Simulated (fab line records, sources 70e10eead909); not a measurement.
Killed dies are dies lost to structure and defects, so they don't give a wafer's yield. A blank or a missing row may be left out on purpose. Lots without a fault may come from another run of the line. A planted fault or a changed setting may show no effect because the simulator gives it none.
Chamber matching | flow nand_harc | NHARC_P_M0_STRIP_18 on rie_diel-01: 4 sister chambers
The step strips in N2/H2. 24 wafers are shown with their chamber, then 12 later ones without.

WAFERS WITH THEIR CHAMBER
wafer  | chamber | drypump_motor_current_A (A) | oes_product_au (a.u.) | rf_vpp_V (V)
L074.2 | 0       | 5.7                         | 0.997                 | 90.8
L074.4 | 2       | 6.0                         | 0.990                 | 90.4
L074.5 | 3       | 5.7                         | 0.990                 | 90.8
L076.1 | 1       | 5.3                         | 1.002                 | 90.3
L076.2 | 2       | 6.0                         | 0.997                 | 89.1
L076.5 | 0       | 5.7                         | 1.007                 | 91.3
L080.3 | 3       | 5.7                         | 0.983                 | 92.1
L080.4 | 0       | 5.7                         | 1.004                 | 90.7
L080.5 | 1       | 5.3                         | 1.012                 | 91.2
L083.1 | 0       | 5.7                         | 1.000                 | 90.0
L083.2 | 2       | 6.0                         | 1.018                 | 90.4
L083.3 | 3       | 5.7                         | 0.995                 | 89.7
L081.2 | 0       | 5.7                         | 1.013                 | 90.2
L081.3 | 1       | 5.4                         | 1.022                 | 90.9
L081.5 | 0       | 5.7                         | 1.013                 | 91.3
L084.1 | 1       | 5.4                         | 1.011                 | 91.4
L084.2 | 0       | 5.7                         | 1.020                 | 91.0
L084.3 | 2       | 6.0                         | 1.010                 | 89.3
L086.1 | 2       | 6.0                         | 0.999                 | 90.0
L086.3 | 0       | 5.7                         | 1.008                 | 89.6
L086.6 | 2       | 6.0                         | 1.006                 | 90.2
L089.1 | 1       | 5.3                         | 1.014                 | 89.9
L089.2 | 0       | 5.7                         | 1.019                 | 90.7
L089.5 | 3       | 5.7                         | 0.989                 | 91.5

SIGNATURES (means of the wafers above)
reading                 | chamber 0 | chamber 1 | chamber 2 | chamber 3 | scatter within a chamber
drypump_motor_current_A | 5.700     | 5.340     | 6.000     | 5.700     | 0.0245
oes_product_au          | 1.00900   | 1.01220   | 1.00333   | 0.98925   | 0.00803
rf_vpp_V                | 90.622    | 90.740    | 89.900    | 91.025    | 0.674
Rule: a wafer's distance from a chamber is the root of the sum, over the readings, of the square of ((its reading less the chamber's mean) divided by the reading's scatter). The wafer belongs to the nearest chamber; if the next one is less than 2 further off, it can't be placed. The scatter: the root of (the sum of the squares of (reading less its chamber's mean) over the shown wafers, divided by (wafers less chambers)).

WAFERS WITHOUT THEIR CHAMBER
wafer  | drypump_motor_current_A (A) | oes_product_au (a.u.) | rf_vpp_V (V)
L090.2 | 5.4                         | 1.012                 | 91.3
L090.3 | 5.7                         | 1.007                 | 91.4
L090.4 | 6.0                         | 0.987                 | 89.9
L091.1 | 6.0                         | 1.001                 | 91.2
L091.2 | 5.7                         | 1.026                 | 89.4
L091.6 | 5.7                         | 1.019                 | 90.1
L092.1 | 5.4                         | 1.018                 | 91.3
L092.3 | 5.7                         | 1.007                 | 91.6
L092.5 | 5.7                         | 1.013                 | 91.2
L094.2 | 5.7                         | 1.003                 | 89.4
L094.3 | 5.7                         | 1.013                 | 90.2
L094.4 | 5.3                         | 1.011                 | 89.8

WHICH CHAMBER EACH WENT THROUGH
wafer  | from the rows above     | in truth
L090.2 | 1                       | 1
L090.3 | can't be placed: 0 or 3 | 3
L090.4 | 2                       | 2
L091.1 | 2                       | 2
L091.2 | 0                       | 0
L091.6 | 0                       | 0
L092.1 | 1                       | 1
L092.3 | can't be placed: 0 or 3 | 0
L092.5 | can't be placed: 0 or 3 | 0
L094.2 | can't be placed: 0 or 3 | 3
L094.3 | 0                       | 0
L094.4 | 1                       | 1
Placed correctly: 8 of 12. Can't be placed from these rows: 4 (the true chamber is among the candidates in 4). Placed wrongly: 0.
